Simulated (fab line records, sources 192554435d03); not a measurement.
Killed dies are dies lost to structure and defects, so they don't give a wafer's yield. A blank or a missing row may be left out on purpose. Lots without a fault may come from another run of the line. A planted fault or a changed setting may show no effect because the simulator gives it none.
fab line records | flow n5_finfet
record lots=5 wafers=15 last_day=17
route steps=1938 shown BEOL_M5@1155
lots that met no fault: from a run of the same line without faults
start_h: hours from the record's first day to the start of the lot's first wafer shown | wait_h: hours since the lot's step before | " the same as in the row above | L1.1+2: a row that stands for several wafers | - no value, or no start given | * or withheld: withheld | < > ~ a bound
route shown NAME@n: a module of which the file shows steps, and the number in the route of the first | usual: mean/standard deviation of fault-free wafers | same: alike in all rows | chamber/n: place in a boat | sites: the reading at each site | _std_site: their standard deviation | _edge_site: outer sites' mean less inner sites' | radius_mm: how far each site lies from the wafer's centre | mask NAME#n: copy n | behind: the tool/chamber that last shaped the wafer | hold: why the lot was held/for how many hours/how that ended | device: the transistor (n, p or np) that didn't switch | end of line: the same wafers' tests at the end of the route | a step without rows: its recipe alone | killed: dies lost to structure and defects at the first sort, not the wafer's yield | map: a wafer's dies, x killed, . not, _ none there
set.NAME: the setting as run; set.NAME@STEP: as run at that earlier step | model.NAME: the simulator's own value behind a step, which no gauge read
lots at some steps of the route; a table a step, a row a wafer
services: from which hour (start_h, from the record's first day; less than 0 if before it) a tool's chamber was out of use, for how many hours, and why
## steps
# step N5_BEOL_M5_STRIP_69
# recipe chemistry=N2/H2 temp_c=40 n2_flow_sccm=200 h2_flow_sccm=200 rf_frequency_hz=6e+07
# columns lot.wafer tool chamber start_h wait_h
L089.2+5+6 rie_diel-04 1,0,3 269.28 0.0
L092.1+3+6 rie_diel-02 1,2,2 278.13 0.0
L091.1+3+5 rie_diel-02 1,3,1 286.36 0.0
L094.1+2+5 rie_diel-03 1,2,3 303.53 0.0
L096.1+4+6 rie_diel-03 2,0,1 314.02 0.0
# step N5_BEOL_M5_STRIP_76
# recipe chemistry=N2/H2 temp_c=40 n2_flow_sccm=200 h2_flow_sccm=200 rf_frequency_hz=6e+07
# columns lot.wafer tool chamber start_h wait_h
L089.2+5+6 rie_diel-04 1,0,3 269.29 0.0
L092.1+3+6 rie_diel-02 1,2,2 278.14 0.0
L091.1+3+5 rie_diel-02 1,3,1 286.37 0.0
L094.1+2+5 rie_diel-03 1,2,3 303.54 0.0
L096.1+4+6 rie_diel-03 2,0,1 314.03 0.0
# step N5_BEOL_M5_VIA_ETCH_34
# recipe chemistry=C4F6/O2 target=SiCOH_lowk target_depth_a=883 mask_material=SOC taper_deg=4 time_s=39.2 ion_energy_ev=250 pressure_mtorr=30 source_w=345 bias_w=185 Ar_flow_sccm=300 C4F6_flow_sccm=10 O2_flow_sccm=10
# usual drypump_motor_current_A=5.8/0.58 oes_product_au=0.77/0.087 rf_vpp_V=668/12 showerhead_plenum_p_Torr=2.83/0.083 throttle_valve_pct=20.8/0.31
# columns lot.wafer tool chamber start_h wait_h drypump_motor_current_A oes_product_au rf_hours_counter_h rf_vpp_V showerhead_plenum_p_Torr throttle_valve_pct
L089.2 rie_diel-04 1 269.30 0.0 5.3 0.80 110 681 2.74 20.4
L089.5 " 0 " " 5.9 0.72 - 640 2.61 20.8
L089.6 " 3 " " 6.3 0.70 - 666 2.82 20.9
L092.1 rie_diel-02 1 278.15 0.0 6.6 0.67 233 674 2.90 21.0
L092.3 " 2 " " 4.6 0.88 32 665 2.93 20.9
L092.6 " 2 " " 4.7 0.88 - 665 2.93 20.9
L091.1 rie_diel-02 1 286.38 0.0 6.6 0.67 236 673 2.90 21.0
L091.3 " 3 " " 6.6 0.83 82 673 2.78 20.6
L091.5 " 1 " " 6.6 0.66 - 675 2.90 21.0
L094.1 rie_diel-03 1 303.55 0.0 6.3 0.94 6 679 2.90 20.3
L094.2 " 2 " " 5.6 0.71 239 673 2.80 21.2
L094.5 " 3 " " 5.8 0.75 - 667 2.85 20.6
L096.1 rie_diel-03 2 314.04 0.0 5.6 0.71 242 672 2.80 21.2
L096.4 " 0 " " 5.1 0.92 12 667 2.82 21.0
L096.6 " 1 " " 6.3 0.92 - 676 2.90 20.3
# step N5_BEOL_M5_STRIP_85
# recipe chemistry=C4F6/O2 resist=SiARC rf_frequency_hz=6e+07
# columns lot.wafer tool chamber start_h wait_h
L089.2+5+6 rie_diel-04 1,0,3 269.33 0.0
L092.1+3+6 rie_diel-02 1,2,2 278.19 0.0
L091.1+3+5 rie_diel-02 1,3,1 286.42 0.0
L094.1+2+5 rie_diel-03 1,2,3 303.59 0.0
L096.1+4+6 rie_diel-03 2,0,1 314.08 0.0
# step N5_BEOL_M5_STRIP_36
# recipe chemistry=N2/H2 power_w=450 temp_c=40 pressure_mtorr=20 rf_frequency_hz=6e+07 overash_fraction=0.3 bias_power_w=7 h2_frac=0.5 n2_flow_sccm=200 h2_flow_sccm=200
# usual drypump_motor_current_A=5.8/0.58 oes_product_au=0.77/0.087 rf_vpp_V=59.1/1.4 showerhead_plenum_p_Torr=2.52/0.077 throttle_valve_pct=23.6/0.33
# columns lot.wafer tool chamber start_h wait_h drypump_motor_current_A oes_product_au rf_hours_counter_h rf_vpp_V showerhead_plenum_p_Torr throttle_valve_pct
L089.2 rie_diel-04 1 269.34 0.0 5.3 0.81 110 58.3 2.45 23.5
L089.5 " 0 " " 5.9 0.72 - 58.3 2.35 23.7
L089.6 " 3 " " 6.2 0.71 - 58.3 2.50 23.6
L092.1 rie_diel-02 1 278.20 0.0 6.6 0.67 233 58.6 2.62 23.9
L092.3 " 2 " " 4.6 0.89 32 58.2 2.58 23.5
L092.6 " 2 " " 4.6 0.88 - 59.3 2.58 23.5
L091.1 rie_diel-02 1 286.43 0.0 6.5 0.67 236 59.5 2.62 23.9
L091.3 " 3 " " 6.6 0.83 82 58.9 2.45 23.1
L091.5 " 1 " " 6.6 0.67 - 59.1 2.62 23.9
L094.1 rie_diel-03 1 303.60 0.0 6.3 0.94 6 59.8 2.60 23.0
L094.2 " 2 " " 5.6 0.71 239 59.2 2.48 23.9
L094.5 " 3 " " 5.8 0.76 - 60.6 2.56 23.7
L096.1 rie_diel-03 2 314.09 0.0 5.6 0.70 242 57.5 2.48 23.9
L096.4 " 0 " " 5.1 0.95 12 58.6 2.48 23.7
L096.6 " 1 " " 6.3 0.93 - 60.3 2.60 23.0
# step N5_BEOL_M5_TRENCH_ETCH_37
# recipe chemistry=C4F6/O2 target_depth_a=716.52 target=SiCOH_lowk time_s=24.7 ion_energy_ev=250 pressure_mtorr=30 source_w=345 bias_w=185 Ar_flow_sccm=300 C4F6_flow_sccm=10 O2_flow_sccm=10
# usual drypump_motor_current_A=5.8/0.58 oes_product_au=0.77/0.087 rf_vpp_V=668/12 showerhead_plenum_p_Torr=2.83/0.083 throttle_valve_pct=20.8/0.31
# columns lot.wafer tool chamber start_h wait_h drypump_motor_current_A oes_product_au rf_hours_counter_h rf_vpp_V showerhead_plenum_p_Torr throttle_valve_pct
L089.2 rie_diel-04 1 - - 5.3 0.80 110 682 2.74 20.5
L089.5 " 0 " " 5.8 0.72 - 641 2.61 20.8
L089.6 " 3 " " 6.2 0.70 - 665 2.82 21.0
L092.1 rie_diel-02 1 - - 6.6 0.67 233 674 2.90 21.0
L092.3 " 2 " " 4.7 0.88 32 665 2.93 21.0
L092.6 " 2 " " 4.6 0.88 - 666 2.93 21.0
L091.1 rie_diel-02 1 - - 6.6 0.67 236 673 2.90 21.1
L091.3 " 3 " " 6.6 0.82 82 673 2.78 20.6
L091.5 " 1 " " 6.6 0.65 - 673 2.90 21.1
L094.1 rie_diel-03 1 - - 6.3 0.94 6 678 2.90 20.3
L094.2 " 2 " " 5.7 0.71 239 674 2.80 21.2
L094.5 " 3 " " 5.8 0.75 - 669 2.85 20.7
L096.1 rie_diel-03 2 - - 5.6 0.70 242 673 2.80 21.2
L096.4 " 0 " " 5.1 0.93 12 667 2.82 21.0
L096.6 " 1 " " 6.3 0.91 - 677 2.90 20.3
# step N5_BEOL_M5_ETCH_41
# recipe chemistry=CH3F/O2 target=SiCN target_depth_a=315 taper_deg=2 time_s=56.7 ion_energy_ev=120 mask_material=TiN pressure_mtorr=30 source_w=395 bias_w=75 Ar_flow_sccm=150 CH3F_flow_sccm=30 O2_flow_sccm=20
# usual CH3F_flow_sccm=30.00/0.088 drypump_motor_current_A=5.8/0.58 oes_product_au=0.77/0.087 rf_vpp_V=297.1/1.5 showerhead_plenum_p_Torr=1.99/0.061 throttle_valve_pct=16.25/0.3
# columns lot.wafer tool chamber start_h wait_h CH3F_flow_sccm drypump_motor_current_A oes_product_au rf_hours_counter_h rf_vpp_V showerhead_plenum_p_Torr throttle_valve_pct
L089.2 rie_diel-04 1 - - 29.94 5.3 0.81 110 295.4 1.92 15.94
L089.5 " 0 " " 29.95 5.9 0.71 - 293.0 1.83 16.32
L089.6 " 3 " " 29.99 6.2 0.71 - 296.8 1.98 16.38
L092.1 rie_diel-02 1 - - 29.95 6.6 0.66 233 298.7 2.04 16.56
L092.3 " 2 " " 30.00 4.7 0.88 32 297.0 2.06 16.24
L092.6 " 2 " " 30.02 4.7 0.88 - 299.4 2.06 16.26
L091.1 rie_diel-02 1 - - 30.05 6.6 0.66 237 296.9 2.04 16.53
L091.3 " 3 " " 30.17 6.6 0.83 82 296.7 1.95 15.99
L091.5 " 1 " " 30.15 6.6 0.66 - 299.2 2.04 16.54
L094.1 rie_diel-03 1 - - 30.10 6.3 0.94 6 299.8 2.04 15.70
L094.2 " 2 " " 30.26 5.6 0.71 239 297.0 1.97 16.63
L094.5 " 3 " " 29.98 5.8 0.75 - 297.7 2.00 16.11
L096.1 rie_diel-03 2 - - 29.96 5.6 0.71 243 297.8 1.97 16.63
L096.4 " 0 " " 30.08 5.1 0.92 12 295.6 1.98 16.30
L096.6 " 1 " " 30.03 6.3 0.93 - 299.4 2.04 15.72
# step N5_BEOL_M5_STRIP_91
# recipe chemistry=N2/H2 time_s=10 power_w=450 temp_c=40 pressure_mtorr=20 rf_frequency_hz=6e+07 bias_power_w=7 n2_flow_sccm=200 h2_flow_sccm=200
# usual drypump_motor_current_A=5.8/0.58 oes_product_au=0.77/0.086 rf_vpp_V=59.2/0.81 showerhead_plenum_p_Torr=2.52/0.077 throttle_valve_pct=23.6/0.33
# columns lot.wafer tool chamber start_h wait_h drypump_motor_current_A oes_product_au rf_hours_counter_h rf_vpp_V showerhead_plenum_p_Torr throttle_valve_pct
L089.2 rie_diel-04 1 - - 5.3 0.80 110 59.6 2.45 23.5
L089.5 " 0 " " 5.9 0.72 - 58.8 2.35 23.7
L089.6 " 3 " " 6.3 0.71 - 58.6 2.50 23.5
L092.1 rie_diel-02 1 - - 6.6 0.67 233 58.5 2.62 24.0
L092.3 " 2 " " 4.7 0.88 32 61.1 2.58 23.5
L092.6 " 2 " " 4.7 0.88 - 58.9 2.58 23.5
L091.1 rie_diel-02 1 - - 6.6 0.67 237 59.7 2.62 23.9
L091.3 " 3 " " 6.6 0.83 82 59.7 2.45 23.0
L091.5 " 1 " " 6.6 0.67 - 59.9 2.62 23.9
L094.1 rie_diel-03 1 - - 6.3 0.94 6 59.6 2.60 23.0
L094.2 " 2 " " 5.6 0.71 239 58.8 2.48 23.9
L094.5 " 3 " " 5.8 0.76 - 58.6 2.56 23.7
L096.1 rie_diel-03 2 - - 5.6 0.70 243 58.6 2.48 23.9
L096.4 " 0 " " 5.1 0.92 12 57.5 2.48 23.7
L096.6 " 1 " " 6.3 0.91 - 59.7 2.60 23.0
# step N5_BEOL_M5_OCD_MEAS_38
# usual trench_depth_nm=71.1/1.4
# columns lot.wafer tool chamber start_h wait_h trench_depth_nm
L089.2 ocd-02 - 269.54 - 70.7
L089.5 " - " " 69.4
L089.6 " - " " 71.6
L092.1 ocd-01 - 278.39 - 70.0
L092.3 " - " " 72.4
L092.6 " - " " 73.1
L091.1 ocd-01 - 286.62 - 68.8
L091.3 " - " " 72.9
L091.5 " - " " 69.2
L094.1 ocd-01 - 303.79 - 73.5
L094.2 " - " " 71.1
L094.5 " - " " 71.5
L096.1 ocd-02 - 314.29 - 69.6
L096.4 " - " " 72.0
L096.6 " - " " 72.1
# step N5_BEOL_M5_HM_STRIP_39
# recipe chemistry=peroxide_tin_strip material=TiN target_depth_a=250 temp_c=50 time_s=158
# columns lot.wafer tool chamber start_h wait_h
L089.2+5+6 wet_bench-05 0,1,2 269.57 0.0
L092.1+3+6 wet_bench-05 2,0,1 278.42 0.0
L091.1+3+5 wet_bench-06 5,4,1 286.65 0.0
L094.1+2+5 wet_bench-05 1,3,0 303.82 0.0
L096.1+4+6 wet_bench-05 2,7,0 314.32 0.0
# step N5_BEOL_M5_SRD_40
# recipe time_s=30 temp_c=23 rinse_liquid=diw dry=ipa_marangoni
# usual do_supply_ppb=10.00/0.1
# columns lot.wafer tool chamber start_h wait_h do_supply_ppb
L089.2 wet_bench-05 0 269.62 0.0 9.98
L089.5 " 1 " " 9.98
L089.6 " 2 " " 9.96
L092.1 wet_bench-05 2 278.47 0.0 9.97
L092.3 " 0 " " 9.97
L092.6 " 1 " " 9.87
L091.1 wet_bench-06 5 286.70 0.0 10.02
L091.3 " 4 " " 9.91
L091.5 " 1 " " 10.05
L094.1 wet_bench-05 1 303.87 0.0 9.92
L094.2 " 3 " " 10.03
L094.5 " 0 " " 9.99
L096.1 wet_bench-05 2 314.37 0.0 10.09
L096.4 " 7 " " 10.08
L096.6 " 0 " " 10.16
# step N5_BEOL_M5_PRECLEAN_42
# recipe chemistry=residue_remover time_s=60 temp_c=40
# columns lot.wafer tool chamber start_h wait_h
L089.2+5+6 wet_bench-05 0,1,2 269.63 0.0
L092.1+3+6 wet_bench-05 2,0,1 278.49 0.0
L091.1+3+5 wet_bench-06 5,4,1 286.71 0.0
L094.1+2+5 wet_bench-05 1,3,0 303.89 0.0
L096.1+4+6 wet_bench-05 2,7,0 314.39 0.0
# step N5_BEOL_M5_SRD_43
# recipe time_s=30 temp_c=23 rinse_liquid=diw dry=ipa_marangoni
# usual do_supply_ppb=9.99/0.11
# columns lot.wafer tool chamber start_h wait_h do_supply_ppb
L089.2 wet_bench-05 0 269.65 0.0 10.03
L089.5 " 1 " " 9.90
L089.6 " 2 " " 9.96
L092.1 wet_bench-05 2 278.51 0.0 10.21
L092.3 " 0 " " 9.94
L092.6 " 1 " " 10.05
L091.1 wet_bench-06 5 286.73 0.0 9.98
L091.3 " 4 " " 10.18
L091.5 " 1 " " 9.87
L094.1 wet_bench-05 1 303.90 0.0 10.12
L094.2 " 3 " " 9.89
L094.5 " 0 " " 9.88
L096.1 wet_bench-05 2 314.40 0.0 10.04
L096.4 " 7 " " 10.10
L096.6 " 0 " " 10.00
# step N5_BEOL_M5_CD_MEAS_35
# recipe target_cd_nm=28 target_cd_y_nm=24 polarity=opening
# usual cd_nm=27.9/0.36
# columns lot.wafer tool chamber start_h wait_h cd_nm
L089.2 cd_sem-02 - 269.69 0.0 27.6
L089.5 " - " " 28.2
L089.6 " - " " 27.8
L092.1 cd_sem-03 - 278.55 0.0 28.2
L092.3 " - " " 28.1
L092.6 " - " " 27.9
L091.1 cd_sem-02 - 286.77 0.0 28.5
L091.3 " - " " 28.2
L091.5 " - " " 28.3
L094.1 cd_sem-02 - 303.94 0.0 27.9
L094.2 " - " " 28.0
L094.5 " - " " 28.2
L096.1 cd_sem-02 - 314.44 0.0 27.9
L096.4 " - " " 28.0
L096.6 " - " " 27.9
# step N5_BEOL_M5_CURE_80
# recipe temp_c=370 time_s=120 ambient=DMADMS/He material=SiCOH_lowk
# usual lamp_power_pct=52.31/0.059 wafer_temp_C_max=371.5/0.45
# columns lot.wafer tool chamber start_h wait_h lamp_power_pct wafer_temp_C_max
L089.2 uv_cure-01 0 269.83 0.1 52.26 371.7
L089.5 " 0 " " 52.35 371.8
L089.6 " 0 " " 52.28 371.9
L092.1 uv_cure-03 0 278.59 0.0 52.32 371.4
L092.3 " 0 " " 52.30 371.7
L092.6 " 0 " " 52.34 371.8
L091.1 uv_cure-03 0 286.81 0.0 52.35 372.1
L091.3 " 0 " " 52.24 371.8
L091.5 " 0 " " 52.39 371.8
L094.1 uv_cure-02 2 303.98 0.0 52.37 371.4
L094.2 " 2 " " 52.42 371.2
L094.5 " 2 " " 52.35 371.2
L096.1 uv_cure-03 1 314.48 0.0 52.41 371.8
L096.4 " 1 " " 52.34 371.4
L096.6 " 1 " " 52.23 371.7
# step N5_BEOL_M5_DEGAS_44
# recipe ambient=vacuum temp_c=250 time_s=60
# usual heater_power_w=335/24
# columns lot.wafer tool chamber start_h wait_h heater_power_w
L089.2 pvd_sputter-03 - 270.43 0.5 314
L089.5 " - " " 305
L089.6 " - " " 300
L092.1 pvd_sputter-02 - 280.19 1.5 330
L092.3 " - " " 384
L092.6 " - " " 334
L091.1 pvd_sputter-01 - 287.33 0.5 314
L091.3 " - " " 329
L091.5 " - " " 310
L094.1 pvd_sputter-03 - 304.50 0.5 323
L094.2 " - " " 294
L094.5 " - " " 373
L096.1 pvd_sputter-01 - 315.37 0.8 351
L096.4 " - " " 308
L096.6 " - " " 348
# step N5_BEOL_M5_PRE_CLEAN_45
# recipe gas=H2/He time_s=30 temp_c=250
# usual heater_power_w=335/24
# columns lot.wafer tool chamber start_h wait_h heater_power_w
L089.2 pvd_sputter-03 - 270.47 0.0 309
L089.5 " - " " 298
L089.6 " - " " 305
L092.1 pvd_sputter-02 - 280.23 0.0 322
L092.3 " - " " 377
L092.6 " - " " 332
L091.1 pvd_sputter-01 - 287.37 0.0 308
L091.3 " - " " 327
L091.5 " - " " 315
L094.1 pvd_sputter-03 - 304.54 0.0 316
L094.2 " - " " 299
L094.5 " - " " 368
L096.1 pvd_sputter-01 - 315.41 0.0 344
L096.4 " - " " 317
L096.6 " - " " 340
# step N5_BEOL_M5_ALD_86
# recipe material=TaN target_thk_a=* temp_c=275 ald_precursor_family=PDMAT ald_co_reactant=NH3 pressure_torr=3 carrier_flow_sccm=1500 pulse_time_s=2 purge_time_s=3 co_reactant_purge_time_s=2 co_reactant_pulse_time_s=3 ald_cycles=30 precursor_vessel_temp_c=75 precursor_vessel_pressure_torr=26.25 precursor_vessel_carrier_sccm=1000
# usual heater_power_w=399/49
# columns lot.wafer tool chamber start_h wait_h heater_power_w
L089.2 ald_metal-01 0 270.53 0.0 345
L089.5 " 3 " " 488
L089.6 " 2 " " 309
L092.1 ald_metal-02 3 280.30 0.1 390
L092.3 " 1 " " 425
L092.6 " 2 " " 424
L091.1 ald_metal-03 2 287.43 0.0 439
L091.3 " 1 " " 357
L091.5 " 3 " " 404
L094.1 ald_metal-02 1 304.60 0.0 430
L094.2 " 0 " " 370
L094.5 " 2 " " 413
L096.1 ald_metal-02 3 315.47 0.0 389
L096.4 " 1 " " 421
L096.6 " 2 " " 418
# step N5_BEOL_M5_SURFACE_TREAT_87
# recipe gas=Ar time_s=* ion_energy_ev=* ion_current_ma_cm2=0.5 pressure_mtorr=* ar_flow_sccm=30
# usual throttle_valve_pct=*
# columns lot.wafer tool chamber start_h wait_h throttle_valve_pct
L089.2 pvd_sputter-01 - 270.94 0.3 *
L089.5 " - " " *
L089.6 " - " " *
L092.1 pvd_sputter-02 - 280.53 0.1 *
L092.3 " - " " *
L092.6 " - " " *
L091.1 pvd_sputter-01 - 287.73 0.2 *
L091.3 " - " " *
L091.5 " - " " *
L094.1 pvd_sputter-03 - 305.08 0.4 *
L094.2 " - " " *
L094.5 " - " " *
L096.1 pvd_sputter-01 - 315.75 0.2 *
L096.4 " - " " *
L096.6 " - " " *
# step N5_BEOL_M5_CVD_47
# recipe material=Co target_thk_a=30 temp_c=withheld precursor=CCTBA/H2 pressure_torr=30 time_s=216
# columns lot.wafer tool chamber start_h wait_h
L089.2+5+6 cvd_co-01 2,0,2 271.28 0.3
L092.1+3+6 cvd_co-02 2,0,2 280.59 0.0
L091.1+3+5 cvd_co-01 2,1,0 287.79 0.0
L094.1+2+5 cvd_co-02 0,2,0 305.32 0.2
L096.1+4+6 cvd_co-01 1,2,1 315.83 0.1
# step N5_BEOL_M5_SPUTTER_48
# recipe material=Cu target_thk_a=150 temp_c=-20 chamber_pressure_pa=0.07 power_w=withheld time_s=27.62
# usual substrate_temp_c=-20.00/0.098 throttle_valve_pct=29.8/0.85
# columns lot.wafer tool chamber start_h wait_h substrate_temp_c throttle_valve_pct
L089.2 pvd_sputter-03 - 273.55 2.2 -20.01 30.0
L089.5 " - " " -19.97 30.8
L089.6 " - " " -20.11 30.8
L092.1 pvd_sputter-01 - 280.75 0.1 -20.07 29.6
L092.3 " - " " -19.95 30.3
L092.6 " - " " -20.06 29.3
L091.1 pvd_sputter-01 - 287.95 0.1 -19.91 29.7
L091.3 " - " " -20.01 30.4
L091.5 " - " " -19.90 29.5
L094.1 pvd_sputter-03 - 305.56 0.2 -20.06 30.3
L094.2 " - " " -20.04 30.9
L094.5 " - " " -19.80 30.1
L096.1 pvd_sputter-01 - 316.05 0.2 -20.09 29.6
L096.4 " - " " -19.90 28.2
L096.6 " - " " -19.93 28.2
# step N5_BEOL_M5_ANNEAL_49
# recipe temp_c=400 time_s=1800 ambient=vacuum
# usual heater_power_w=825/56
# columns lot.wafer tool chamber start_h wait_h heater_power_w
L089.2 pvd_sputter-03 - 273.63 0.0 788
L089.5 " - " " 763
L089.6 " - " " 738
L092.1 pvd_sputter-01 - 280.83 0.0 792
L092.3 " - " " 803
L092.6 " - " " 824
L091.1 pvd_sputter-01 - 288.03 0.0 799
L091.3 " - " " 805
L091.5 " - " " 807
L094.1 pvd_sputter-03 - 305.64 0.0 761
L094.2 " - " " 963
L094.5 " - " " 801
L096.1 pvd_sputter-01 - 316.13 0.0 787
L096.4 " - " " 854
L096.6 " - " " 859
# step N5_BEOL_M5_SPUTTER_81
# recipe material=Cu target_thk_a=150 temp_c=-20 chamber_pressure_pa=0.07 power_w=withheld time_s=27.62
# usual substrate_temp_c=-19.99/0.11 throttle_valve_pct=29.8/0.85
# columns lot.wafer tool chamber start_h wait_h substrate_temp_c throttle_valve_pct
L089.2 pvd_sputter-03 - 274.64 0.5 -19.99 30.1
L089.5 " - " " -19.93 30.3
L089.6 " - " " -20.11 30.9
L092.1 pvd_sputter-01 - 281.83 0.5 -20.06 29.4
L092.3 " - " " -20.00 30.1
L092.6 " - " " -19.94 29.2
L091.1 pvd_sputter-01 - 289.03 0.5 -20.06 29.6
L091.3 " - " " -19.79 30.2
L091.5 " - " " -19.92 29.6
L094.1 pvd_sputter-03 - 306.65 0.5 -20.09 30.4
L094.2 " - " " -19.92 31.0
L094.5 " - " " -20.01 29.8
L096.1 pvd_sputter-01 - 317.14 0.5 -19.96 29.6
L096.4 " - " " -19.96 28.1
L096.6 " - " " -19.94 28.1
# step N5_BEOL_M5_ANNEAL_82
# recipe temp_c=400 time_s=1800 ambient=vacuum
# usual heater_power_w=825/54
# columns lot.wafer tool chamber start_h wait_h heater_power_w
L089.2 pvd_sputter-03 - 274.72 0.0 795
L089.5 " - " " 781
L089.6 " - " " 749
L092.1 pvd_sputter-01 - 281.91 0.0 796
L092.3 " - " " 793
L092.6 " - " " 807
L091.1 pvd_sputter-01 - 289.11 0.0 808
L091.3 " - " " 809
L091.5 " - " " 827
L094.1 pvd_sputter-03 - 306.73 0.0 764
L094.2 " - " " 918
L094.5 " - " " 806
L096.1 pvd_sputter-01 - 317.22 0.0 785
L096.4 " - " " 859
L096.6 " - " " 858
# step N5_BEOL_M5_SPUTTER_83
# recipe material=Cu target_thk_a=150 temp_c=-20 chamber_pressure_pa=0.07 power_w=withheld time_s=27.62
# usual substrate_temp_c=-19.99/0.11 throttle_valve_pct=29.8/0.84
# columns lot.wafer tool chamber start_h wait_h substrate_temp_c throttle_valve_pct
L089.2 pvd_sputter-03 - 275.72 0.5 -19.95 30.1
L089.5 " - " " -19.76 30.7
L089.6 " - " " -20.06 31.0
L092.1 pvd_sputter-01 - 282.92 0.5 -20.04 29.8
L092.3 " - " " -19.90 30.4
L092.6 " - " " -20.16 29.3
L091.1 pvd_sputter-01 - 290.12 0.5 -20.00 29.4
L091.3 " - " " -20.04 30.0
L091.5 " - " " -20.20 29.2
L094.1 pvd_sputter-03 - 307.73 0.5 -19.82 30.8
L094.2 " - " " -20.07 31.1
L094.5 " - " " -20.01 30.1
L096.1 pvd_sputter-01 - 318.23 0.5 -19.98 29.6
L096.4 " - " " -19.96 28.3
L096.6 " - " " -19.92 28.2
# step N5_BEOL_M5_ANNEAL_84
# recipe temp_c=400 time_s=1800 ambient=vacuum
# usual heater_power_w=826/54
# columns lot.wafer tool chamber start_h wait_h heater_power_w
L089.2 pvd_sputter-03 - 275.80 0.0 797
L089.5 " - " " 767
L089.6 " - " " 767
L092.1 pvd_sputter-01 - 283.00 0.0 781
L092.3 " - " " 781
L092.6 " - " " 836
L091.1 pvd_sputter-01 - 290.20 0.0 785
L091.3 " - " " 799
L091.5 " - " " 826
L094.1 pvd_sputter-03 - 307.81 0.0 773
L094.2 " - " " 948
L094.5 " - " " 831
L096.1 pvd_sputter-01 - 318.31 0.0 791
L096.4 " - " " 871
L096.6 " - " " 883
# step N5_BEOL_M5_SPUTTER_88
# recipe material=Cu target_thk_a=150 temp_c=-20 chamber_pressure_pa=0.07 power_w=withheld time_s=27.62
# usual substrate_temp_c=-20.00/0.11 throttle_valve_pct=29.8/0.84
# columns lot.wafer tool chamber start_h wait_h substrate_temp_c throttle_valve_pct
L089.2 pvd_sputter-03 - 276.81 0.5 -19.99 30.3
L089.5 " - " " -20.06 30.4
L089.6 " - " " -20.09 30.6
L092.1 pvd_sputter-01 - 284.01 0.5 -19.90 29.4
L092.3 " - " " -20.10 30.4
L092.6 " - " " -19.95 29.6
L091.1 pvd_sputter-01 - 291.21 0.5 -19.93 29.6
L091.3 " - " " -20.03 30.3
L091.5 " - " " -20.01 29.3
L094.1 pvd_sputter-03 - 308.82 0.5 -19.92 30.7
L094.2 " - " " -19.91 30.9
L094.5 " - " " -20.00 30.1
L096.1 pvd_sputter-01 - 319.31 0.5 -20.01 29.3
L096.4 " - " " -20.11 28.1
L096.6 " - " " -20.04 28.4
# step N5_BEOL_M5_ANNEAL_89
# recipe temp_c=400 time_s=1800 ambient=vacuum
# usual heater_power_w=828/56
# columns lot.wafer tool chamber start_h wait_h heater_power_w
L089.2 pvd_sputter-03 - 276.89 0.0 810
L089.5 " - " " 789
L089.6 " - " " 740
L092.1 pvd_sputter-01 - 284.09 0.0 795
L092.3 " - " " 802
L092.6 " - " " 810
L091.1 pvd_sputter-01 - 291.29 0.0 790
L091.3 " - " " 785
L091.5 " - " " 804
L094.1 pvd_sputter-03 - 308.90 0.0 777
L094.2 " - " " 954
L094.5 " - " " 786
L096.1 pvd_sputter-01 - 319.39 0.0 783
L096.4 " - " " 862
L096.6 " - " " 864
# step N5_BEOL_M5_SPUTTER_90
# recipe material=Cu target_thk_a=45 temp_c=-20 chamber_pressure_pa=0.07 power_w=withheld time_s=8.29
# usual substrate_temp_c=-19.99/0.1 throttle_valve_pct=29.8/0.86
# columns lot.wafer tool chamber start_h wait_h substrate_temp_c throttle_valve_pct
L089.2 pvd_sputter-03 - 277.90 0.5 -20.08 30.0
L089.5 " - " " -20.04 30.5
L089.6 " - " " -20.05 31.0
L092.1 pvd_sputter-01 - 285.09 0.5 -19.91 29.2
L092.3 " - " " -20.05 30.2
L092.6 " - " " -19.95 29.5
L091.1 pvd_sputter-01 - 292.29 0.5 -19.78 29.3
L091.3 " - " " -20.11 30.5
L091.5 " - " " -20.08 29.4
L094.1 pvd_sputter-03 - 309.91 0.5 -19.99 30.3
L094.2 " - " " -20.05 31.1
L094.5 " - " " -20.03 30.1
L096.1 pvd_sputter-01 - 321.69 1.8 -19.94 29.3
L096.4 " - " " -19.96 28.1
L096.6 " - " " -20.00 28.2
# step N5_BEOL_M5_ECD_50
# recipe material=Cu target_thk_a=3000
# columns lot.wafer tool chamber start_h wait_h
L089.2+5+6 ecd_cu-02 0,1,0 278.16 0.2
L092.1+3+6 ecd_cu-02 1,0,0 285.21 0.1
L091.1+3+5 ecd_cu-01 0,1,0 292.41 0.1
L094.1+2+5 ecd_cu-01 0,1,0 310.04 0.1
L096.1+4+6 ecd_cu-02 1,0,1 321.80 0.1
# step N5_BEOL_M5_ANNEAL_51
# recipe temp_c=225 time_s=90 ambient=N2
# usual wafer_temp_C_max=226.3/0.51
# columns lot.wafer tool chamber start_h wait_h wafer_temp_C_max
L089.2 rtp_anneal-01 0 280.57 2.4 226.0
L089.5 " 0 " " 225.7
L089.6 " 0 " " 226.0
L092.1 rtp_anneal-01 0 285.81 0.6 225.6
L092.3 " 0 " " 225.9
L092.6 " 0 " " 226.1
L091.1 rtp_anneal-01 0 295.08 2.6 225.7
L091.3 " 0 " " 226.1
L091.5 " 0 " " 225.8
L094.1 rtp_anneal-01 0 310.16 0.1 225.8
L094.2 " 0 " " 225.7
L094.5 " 0 " " 225.9
L096.1 rtp_anneal-01 0 324.67 2.8 225.9
L096.4 " 0 " " 226.2
L096.6 " 0 " " 226.3
## services
# columns tool chamber start_h hours kind
cvd_co-02 0 260.36 15.9 repair
rie_diel-03 1 264.73 - clean
rie_diel-03 1 264.73 - consumable_replace:focus_ring
rie_diel-03 1 264.73 16.1 scheduled_down
rie_diel-03 1 264.73 16.1 vent_cycle
uv_cure-02 - 270.32 7.5 pm
rie_diel-03 - 271.55 14.6 pm
ald_metal-01 - 272.75 4.3 pm
rie_diel-02 0 274.53 - clean
rie_diel-02 0 274.53 - consumable_replace:focus_ring
rie_diel-02 0 274.53 14.8 scheduled_down
rie_diel-02 0 274.53 14.8 vent_cycle
ecd_cu-01 - 277.35 6.3 pm
uv_cure-02 - 281.91 2.4 repair
wet_bench-05 - 283.21 4.3 repair
ald_metal-01 - 286.60 28.1 pm
cvd_co-01 0 294.26 6.3 repair
ecd_cu-01 - 307.02 1.2 repair
uv_cure-01 - 309.58 0.8 repair
ecd_cu-02 - 312.19 6.6 repair
rie_diel-03 0 318.78 21.1 repair
rie_diel-04 0 319.25 5.6 repair
## key
fault none
